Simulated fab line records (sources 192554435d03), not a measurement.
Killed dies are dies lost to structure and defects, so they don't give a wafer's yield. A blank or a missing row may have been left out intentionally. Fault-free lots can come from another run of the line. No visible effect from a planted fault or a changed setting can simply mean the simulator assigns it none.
fab line records -- flow n5-finfet
[record] lots = 5, wafers = 14, last-day = 18
route steps=1938 shown BEOL_M8@1380 PASSIVATION@1936
lots untouched by any fault: they come from a run of this same line in which no faults occurred
start-h: hours from the record's first day to the start of the lot's first wafer shown -- wait-h: hours elapsed since this lot's preceding step -- " unchanged from the row above -- L1.1+2: several wafers, shown together as one row -- - no value, or no start given -- * or withheld: withheld -- < > ~ a bound
route shown NAME@n: NAME is a module with steps in the file, n the number in the route of the first one -- usual: mean and standard deviation over wafers with no fault -- same: alike in all rows -- chamber/n: place in a boat -- sites: the reading at each site -- _std_site: the standard deviation of these -- _edge_site: the outer-site mean with the inner-site mean subtracted -- radius-mm: for every site, how far away it sits from the centre of the wafer -- mask NAME#n: copy n -- behind: the most recent tool/chamber to have shaped the wafer -- hold: the reason the lot was held/the length of the hold in hours/how it ended -- device: the n, p or np transistor that did not switch -- end of line: tests of these same wafers at the route's end -- where a step has no rows: the recipe by itself -- killed: dies lost to structure and defects at the first sort, not the wafer's yield -- map: the dies of a wafer, with x for killed, . for not killed, _ for no die there
set.NAME: the setting that was run; set.NAME@STEP: the one run at that earlier step -- model.NAME: the simulator's own value behind a step, which no gauge read
lots at selected steps of the route; one table per step, one row per wafer
services: a tool's chamber out of use, with start hour (start-h, from the record's first day; less than 0 if before it), hours out, and reason
[[steps]]
[step N5_BEOL_M8_OCD_MEAS_38]
[usual] trench-depth-nm = 93.8/1.4
lot.wafer,tool,chamber,start-h,wait-h,trench-depth-nm
L706.1,ocd-01,-,217.75,-,92.6
L706.2,ocd-01,-,217.75,-,93.5
L706.3,ocd-01,-,217.75,-,94.0
L710.1,ocd-01,-,275.63,-,94.1
L710.4,ocd-01,-,275.63,-,95.9
L710.5,ocd-01,-,275.63,-,93.6
L721.1,ocd-01,-,324.92,-,93.5
L721.4,ocd-01,-,324.92,-,95.6
L722.3,ocd-01,-,344.03,-,96.6
L722.4,ocd-01,-,344.03,-,94.6
L722.6,ocd-01,-,344.03,-,96.9
L724.3,ocd-02,-,353.10,-,93.1
L724.4,ocd-02,-,353.10,-,93.1
L724.6,ocd-02,-,353.10,-,93.9
[step N5_BEOL_M8_HM_STRIP_39]
[recipe] chemistry = peroxide-tin-strip, material = TiN, target-depth-a = 250, temp-c = 50, time-s = 158
[step N5_BEOL_M8_SRD_40]
[recipe] time-s = 30, temp-c = 23, rinse-liquid = diw, dry = ipa-marangoni
[step N5_BEOL_M8_PRECLEAN_42]
[recipe] chemistry = residue-remover, time-s = 60, temp-c = 40
[step N5_BEOL_M8_SRD_43]
[recipe] time-s = 30, temp-c = 23, rinse-liquid = diw, dry = ipa-marangoni
[step N5_BEOL_M8_CD_MEAS_35]
[recipe] target-cd-nm = 40, polarity = opening
[usual] cd-nm = 39.8/0.54
lot.wafer,tool,chamber,start-h,wait-h,cd-nm
L706.1,cd-sem-02,-,217.91,0.0,39.3
L706.2,cd-sem-02,-,217.91,0.0,39.1
L706.3,cd-sem-02,-,217.91,0.0,39.9
L710.1,cd-sem-01,-,275.79,0.0,40.1
L710.4,cd-sem-01,-,275.79,0.0,39.5
L710.5,cd-sem-01,-,275.79,0.0,40.0
L721.1,cd-sem-01,-,325.07,0.0,39.7
L721.4,cd-sem-01,-,325.07,0.0,39.9
L722.3,cd-sem-01,-,344.18,0.0,40.6
L722.4,cd-sem-01,-,344.18,0.0,39.7
L722.6,cd-sem-01,-,344.18,0.0,39.6
L724.3,cd-sem-01,-,353.26,0.0,39.1
L724.4,cd-sem-01,-,353.26,0.0,39.4
L724.6,cd-sem-01,-,353.26,0.0,39.0
[step N5_BEOL_M8_CURE_75]
[recipe] temp-c = 370, time-s = 120, ambient = DMADMS/He, material = SiCOH_lowk
[usual] lamp-power-pct = 52.31/0.051, wafer_temp_C_max = 371.9/0.57
lot.wafer,tool,chamber,start-h,wait-h,lamp-power-pct,wafer_temp_C_max
L706.1,uv-cure-02,2,217.95,0.0,52.32,371.2
L706.2,uv-cure-02,2,217.95,0.0,52.27,371.3
L706.3,uv-cure-02,2,217.95,0.0,52.27,371.7
L710.1,uv-cure-02,1,277.18,1.4,52.35,371.6
L710.4,uv-cure-02,1,277.18,1.4,52.30,372.1
L710.5,uv-cure-02,1,277.18,1.4,52.34,372.9
L721.1,uv-cure-02,1,325.11,0.0,52.28,371.0
L721.4,uv-cure-02,1,325.11,0.0,52.30,372.1
L722.3,uv-cure-03,1,344.57,0.4,52.27,371.3
L722.4,uv-cure-03,1,344.57,0.4,52.30,371.1
L722.6,uv-cure-03,1,344.57,0.4,52.25,371.3
L724.3,uv-cure-01,0,353.40,0.1,52.38,371.7
L724.4,uv-cure-01,0,353.40,0.1,52.38,372.0
L724.6,uv-cure-01,0,353.40,0.1,52.23,371.4
[step N5_BEOL_M8_DEGAS_44]
[recipe] ambient = vacuum, temp-c = 250, time-s = 60
[usual] heater-power-w = 341/45
lot.wafer,tool,chamber,start-h,wait-h,heater-power-w
L706.1,pvd-sputter-03,-,218.68,0.6,295
L706.2,pvd-sputter-03,-,218.68,0.6,311
L706.3,pvd-sputter-03,-,218.68,0.6,353
L710.1,pvd-sputter-03,-,278.61,1.4,298
L710.4,pvd-sputter-03,-,278.61,1.4,307
L710.5,pvd-sputter-03,-,278.61,1.4,361
L721.1,pvd-sputter-02,-,325.47,0.3,424
L721.4,pvd-sputter-02,-,325.47,0.3,427
L722.3,pvd-sputter-01,-,344.83,0.2,321
L722.4,pvd-sputter-01,-,344.83,0.2,277
L722.6,pvd-sputter-01,-,344.83,0.2,384
L724.3,pvd-sputter-03,-,354.21,0.8,306
L724.4,pvd-sputter-03,-,354.21,0.8,294
L724.6,pvd-sputter-03,-,354.21,0.8,346
[step N5_BEOL_M8_PRE_CLEAN_45]
[recipe] gas = H2/He, time-s = 30, temp-c = 250
[usual] heater-power-w = 342/46
lot.wafer,tool,chamber,start-h,wait-h,heater-power-w
L706.1,pvd-sputter-03,-,218.72,0.0,287
L706.2,pvd-sputter-03,-,218.72,0.0,320
L706.3,pvd-sputter-03,-,218.72,0.0,347
L710.1,pvd-sputter-03,-,278.65,0.0,288
L710.4,pvd-sputter-03,-,278.65,0.0,314
L710.5,pvd-sputter-03,-,278.65,0.0,349
L721.1,pvd-sputter-02,-,325.51,0.0,430
L721.4,pvd-sputter-02,-,325.51,0.0,432
L722.3,pvd-sputter-01,-,344.87,0.0,331
L722.4,pvd-sputter-01,-,344.87,0.0,271
L722.6,pvd-sputter-01,-,344.87,0.0,380
L724.3,pvd-sputter-03,-,354.25,0.0,310
L724.4,pvd-sputter-03,-,354.25,0.0,291
L724.6,pvd-sputter-03,-,354.25,0.0,354
[step N5_BEOL_M8_ALD_77]
[recipe] material = TaN, target-thk-a = 20, temp-c = 275, ald-precursor-family = PDMAT, ald-co-reactant = NH3, pressure-torr = 3, carrier-flow-sccm = 1500, pulse-time-s = 2, purge-time-s = 3, co-reactant-purge-time-s = 2, co-reactant-pulse-time-s = 3, ald-cycles = 40, precursor-vessel-temp-c = 75, precursor-vessel-pressure-torr = 26.25, precursor-vessel-carrier-sccm = 1000
[usual] heater-power-w = 420/27
[same] co-reactant-purge-time-s = 2
lot.wafer,tool,chamber,start-h,wait-h,heater-power-w
L706.1,ald-metal-02,2,218.86,0.1,411
L706.2,ald-metal-02,1,218.86,0.1,418
L706.3,ald-metal-02,0,218.86,0.1,386
L710.1,ald-metal-02,3,278.94,0.3,444
L710.4,ald-metal-02,0,278.94,0.3,398
L710.5,ald-metal-02,2,278.94,0.3,420
L721.1,ald-metal-02,0,325.63,0.1,396
L721.4,ald-metal-02,2,325.63,0.1,427
L722.3,ald-metal-01,2,345.20,0.3,444
L722.4,ald-metal-01,0,345.20,0.3,457
L722.6,ald-metal-01,3,345.20,0.3,389
L724.3,ald-metal-01,0,354.35,0.1,457
L724.4,ald-metal-01,3,354.35,0.1,388
L724.6,ald-metal-01,0,354.35,0.1,469
[step N5_BEOL_M8_SURFACE_TREAT_79]
[recipe] gas = Ar, time-s = *, ion-energy-ev = *, ion-current-ma-cm2 = 0.5, pressure-mtorr = *, ar-flow-sccm = 30
[usual] ar-flow-sccm = 30.02/0.087, pressure-mtorr = *, throttle-valve-pct = *
lot.wafer,tool,chamber,start-h,wait-h,ar-flow-sccm,pressure-mtorr,throttle-valve-pct
L706.1,pvd-sputter-03,-,219.24,0.3,30.03,*,*
L706.2,pvd-sputter-03,-,219.24,0.3,30.00,*,*
L706.3,pvd-sputter-03,-,219.24,0.3,29.95,*,*
L710.1,pvd-sputter-03,-,280.91,1.8,30.04,*,*
L710.4,pvd-sputter-03,-,280.91,1.8,30.01,*,*
L710.5,pvd-sputter-03,-,280.91,1.8,30.00,*,*
L721.1,pvd-sputter-01,-,325.99,0.2,30.04,*,*
L721.4,pvd-sputter-01,-,325.99,0.2,30.01,*,*
L722.3,pvd-sputter-01,-,345.49,0.2,29.84,*,*
L722.4,pvd-sputter-01,-,345.49,0.2,30.04,*,*
L722.6,pvd-sputter-01,-,345.49,0.2,30.12,*,*
L724.3,pvd-sputter-01,-,354.69,0.2,30.08,*,*
L724.4,pvd-sputter-01,-,354.69,0.2,30.18,*,*
L724.6,pvd-sputter-01,-,354.69,0.2,30.06,*,*
[step N5_BEOL_M8_CVD_78]
[recipe] material = Co, target-thk-a = 20, temp-c = withheld, precursor = CCTBA/H2, pressure-torr = 30, time-s = 142.3
[step N5_BEOL_M8_SPUTTER_48]
[recipe] material = Cu, target-thk-a = 100, temp-c = -20, bias-v = 60, power-w = 26000, chamber-pressure-pa = 0.13, time-s = 1.667
[usual] cathode-dc-power-W = 26000/4.8, chuck-gas-flow-sccm = 1.27/0.056, chuck-sensor-temp-C = -15.9/0.53, throttle-valve-pct = 29.7/1.2
lot.wafer,tool,chamber,start-h,wait-h,cathode-dc-power-W,chuck-gas-flow-sccm,chuck-sensor-temp-C,throttle-valve-pct
L706.1,pvd-sputter-03,-,219.57,0.2,26004,1.27,-16.4,30.5
L706.2,pvd-sputter-03,-,219.57,0.2,26007,1.26,-16.2,27.2
L706.3,pvd-sputter-03,-,219.57,0.2,26003,1.27,-15.3,28.3
L710.1,pvd-sputter-03,-,281.43,0.2,27785,1.34,-16.4,30.0
L710.4,pvd-sputter-03,-,281.43,0.2,25996,1.33,-15.9,27.3
L710.5,pvd-sputter-03,-,281.43,0.2,27800,1.33,-16.5,30.1
L721.1,pvd-sputter-02,-,326.41,0.1,25998,1.31,-15.3,31.0
L721.4,pvd-sputter-02,-,326.41,0.1,25996,1.27,-16.1,29.9
L722.3,pvd-sputter-01,-,347.69,2.0,26000,1.21,-16.8,30.8
L722.4,pvd-sputter-01,-,347.69,2.0,26002,1.41,-15.4,30.4
L722.6,pvd-sputter-01,-,347.69,2.0,25994,1.19,-16.5,30.7
L724.3,pvd-sputter-02,-,355.05,0.2,25996,1.30,-15.2,30.8
L724.4,pvd-sputter-02,-,355.05,0.2,25999,1.26,-16.8,30.5
L724.6,pvd-sputter-02,-,355.05,0.2,25997,1.27,-16.0,29.9
[step N5_BEOL_M8_ECD_50]
[recipe] material = Cu, target-thk-a = 3000
[step N5_PASSIVATION_PROBE_49]
[usual] defect-limited-yield = 91.0/1.5, killed_at_M0_to_M3 = 35/12, killed_at_M4_up = 15/5.8, killed-at-contacts = 14/7.2, killed-at-front-end = 40/10, killed-at-other = 3/3, killed-dies = 106/18, killed-open = 68/14, killed-short = 35/7.2, sort_bin_5_function = 5.2/0.96, sort_bin_6_memory = 3.3/0.69, sort_bin_8_speed = 0.00/0.022, sort-n-pass = 1074/18, sort-yield-pct = 91.0/1.5
[same] gross-dies = 1180, killed-at-back-side = 0, sort_bin_4_leakage[%] = 0
lot.wafer,tool,chamber,start-h,wait-h,defect-limited-yield[%],killed_at_M0_to_M3,killed_at_M4_up,killed-at-contacts,killed-at-front-end,killed-at-other,killed-dies,killed-open,killed-short,sort_bin_5_function[%],sort_bin_6_memory[%],sort_bin_8_speed[%],sort-n-pass,sort-yield-pct[%]
L706.1,prober-01,-,293.12,0.1,93.1,28,8,13,30,2,81,51,27,3.4,3.1,0,1099,93.1
L706.2,prober-01,-,293.17,0.2,92.1,49,10,12,19,3,93,55,34,5.6,2.2,0,1087,92.1
L706.3,prober-01,-,293.22,0.2,90.2,67,14,8,27,0,116,65,49,5.8,3.4,0,1064,90.2
L710.1,prober-02,-,343.57,0.0,91.4,27,17,17,35,6,102,64,31,5.1,3.1,0,1078,91.4
L710.4,prober-02,-,343.72,0.2,90.8,29,33,15,30,1,108,75,32,5.0,3.8,0,1072,90.8
L710.5,prober-02,-,343.77,0.2,92.4,23,19,14,33,1,90,53,33,4.0,3.4,0,1090,92.4
L722.3,prober-02,-,415.39,0.1,91.7,22,12,10,42,12,98,63,33,5.1,3.1,0,1082,91.7
L722.4,prober-02,-,415.44,0.2,93.1,21,7,14,35,4,81,48,29,3.7,2.7,0,1099,93.1
L722.6,prober-02,-,415.54,0.3,89.7,33,17,7,59,6,122,56,60,6.6,3.1,0,1058,89.7
L724.3,prober-02,-,425.06,0.1,88.6,33,12,8,80,1,134,93,37,6.8,4.1,0,1046,88.6
L724.4,prober-02,-,425.11,0.2,90.8,27,15,16,47,4,109,69,33,5.0,3.8,0,1071,90.8
L724.6,prober-02,-,425.21,0.3,90.5,32,21,8,47,4,112,72,35,5.1,3.8,0,1068,90.5
// killed by level:class
L706.1 MOL_CONTACT_COAG:geometric-particle:open=12 BEOL_M0_SAQP:geometric-particle:short=10 FIN_SAQP:geometric-particle:open=7 BEOL_M0_SAQP:geometric-particle:open=7 FIN_SAQP:geometric-particle:short=6 BEOL_M3:geometric-particle:open=4 BEOL_M4:geometric-particle:open=4 BEOL_M2:geometric-particle:open=3
L706.2 BEOL_M0_SAQP:geometric-particle:short=11 BEOL_M0_SAQP:geometric-particle:open=10 BEOL_M1:geometric-particle:open=9 MOL_CONTACT_COAG:geometric-particle:open=8 BEOL_M2:geometric-particle:short=6 BEOL_M4:geometric-particle:open=5 DUMMY_GATE:geometric-particle:open=5 MOL_CONTACT_COAG:geometric-particle:short=4
L706.3 BEOL_M0_SAQP:geometric-particle:short=27 BEOL_M0_SAQP:geometric-particle:open=22 MOL_CONTACT_COAG:geometric-particle:open=8 BEOL_M3:geometric-particle:open=7 FIN_SAQP:geometric-particle:short=5 FIN_SAQP:geometric-particle:open=4 DUMMY_GATE:geometric-particle:open=4 BEOL_M1:geometric-particle:open=3
L710.1 MOL_CONTACT_COAG:geometric-particle:open=13 STI_FIN_REVEAL:geometric-particle:open=8 BEOL_M4:geometric-particle:open=7 BEOL_M0:geometric-particle:open=7 BEOL_M2:geometric-particle:open=7 FIN_SAQP:geometric-particle:short=6 BEOL_M8:geometric-particle:open=5 STARTING-WAFER:geometric-particle:short=4
L710.4 BEOL_M4:geometric-particle:open=20 MOL_CONTACT_COAG:geometric-particle:open=13 FIN_SAQP:geometric-particle:short=11 BEOL_M3:geometric-particle:open=7 BEOL_M3:geometric-particle:short=5 BEOL_M0_SAQP:geometric-particle:short=5 BEOL_M8:geometric-particle:open=5 FIN_SAQP:geometric-particle:open=4
L710.5 MOL_CONTACT_COAG:geometric-particle:open=13 STI_FIN_REVEAL:geometric-particle:open=8 BEOL_M4:geometric-particle:open=7 FIN_SAQP:geometric-particle:short=5 FIN_SAQP:geometric-particle:open=4 BEOL_M0:geometric-particle:short=4 STARTING-WAFER:geometric-particle:short=4 STI_FIN_REVEAL:geometric-particle:short=3
L722.3 STI_FIN_REVEAL:geometric-particle:open=16 BEOL_M0_SAQP:geometric-particle:open=7 MOL_CONTACT_COAG:geometric-particle:open=7 STARTING-WAFER:geometric-particle:short=6 FIN_SAQP:geometric-particle:open=5 ILD0:geometric-particle:short=5 BEOL_M0_SAQP:geometric-particle:short=5 BEOL_M1:geometric-particle:open=4
L722.4 MOL_CONTACT_COAG:geometric-particle:open=9 BEOL_M0_SAQP:geometric-particle:open=7 BEOL_M0_SAQP:geometric-particle:short=7 FIN_SAQP:geometric-particle:short=6 FIN_SAQP:geometric-particle:open=6 STI_FIN_REVEAL:geometric-particle:open=5 STARTING-WAFER:geometric-particle:open=5 ILD0:geometric-particle:short=4
L722.6 FIN_SAQP:geometric-particle:short=20 BEOL_M0_SAQP:geometric-particle:short=14 FIN_SAQP:geometric-particle:open=12 BEOL_M4:geometric-particle:open=7 MOL_CONTACT_COAG:geometric-particle:open=6 BEOL_M1:geometric-particle:open=6 BEOL_M0_SAQP:geometric-particle:open=5 STI_FIN_REVEAL:geometric-particle:short=4
L724.3 FIN_SAQP:geometric-particle:open=20 STI_FIN_REVEAL:geometric-particle:open=19 FIN_SAQP:geometric-particle:short=14 BEOL_M0_SAQP:geometric-particle:open=11 DUMMY_GATE:geometric-particle:open=8 BEOL_M4:geometric-particle:open=7 MOL_CONTACT_COAG:geometric-particle:open=6 BEOL_M0_SAQP:geometric-particle:short=6
L724.4 MOL_CONTACT_COAG:geometric-particle:open=14 BEOL_M0_SAQP:geometric-particle:open=14 FIN_SAQP:geometric-particle:short=7 DUMMY_GATE:geometric-particle:open=7 BEOL_M0_SAQP:geometric-particle:short=7 FIN_SAQP:geometric-particle:open=6 STI_FIN_REVEAL:geometric-particle:open=6 STI_FIN_REVEAL:geometric-particle:short=4
L724.6 BEOL_M2:geometric-particle:open=13 STI_FIN_REVEAL:geometric-particle:short=8 BEOL_M0_SAQP:geometric-particle:short=7 BEOL_M4:geometric-particle:open=7 FIN_SAQP:geometric-particle:open=6 STI_FIN_REVEAL:geometric-particle:open=6 MOL_CONTACT_COAG:geometric-particle:open=6 BEOL_M0_SAQP:geometric-particle:open=6
[[services]]
tool,chamber,start-h,hours,kind
uv-cure-03,-,221.96,2.1,pm
uv-cure-02,-,231.23,0.5,repair
ald-metal-01,-,239.77,0.3,repair
uv-cure-03,-,252.88,0.7,repair
ald-metal-01,-,259.28,2.8,pm
uv-cure-01,-,270.30,28.1,pm
uv-cure-03,-,273.61,7.5,repair
ald-metal-01,1,281.79,4.5,repair
ald-metal-01,3,291.25,41.3,repair
uv-cure-03,-,313.65,1.0,pm
uv-cure-03,-,314.65,2.8,pm
uv-cure-02,-,324.05,0.2,repair
ald-metal-02,3,330.46,15.6,repair
ald-metal-01,1,331.08,27.7,repair
uv-cure-02,-,338.03,7.5,pm
uv-cure-02,-,345.58,2.8,pm
[[key]]
[first-sign] step = N5_BEOL_M8_SPUTTER_48, reading = cathode-dc-power-W, direction = up, sigmas = 99+, usual = *, struck = *
effect none on later readings
met-at N5_BEOL_M8_SPUTTER_48
struck-wafers L710.1,L710.5
onset-between 219.57 281.43
[fault] kind = process-parameter-drift, tool = pvd-sputter-03, chamber = -, onset-h = 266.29, steps = N5_BEOL_M8_SPUTTER_48, channel = power-w, offset = *, shape = step, end-h = 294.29, acts-in = *, stated = *, scope = struck-wafers-only
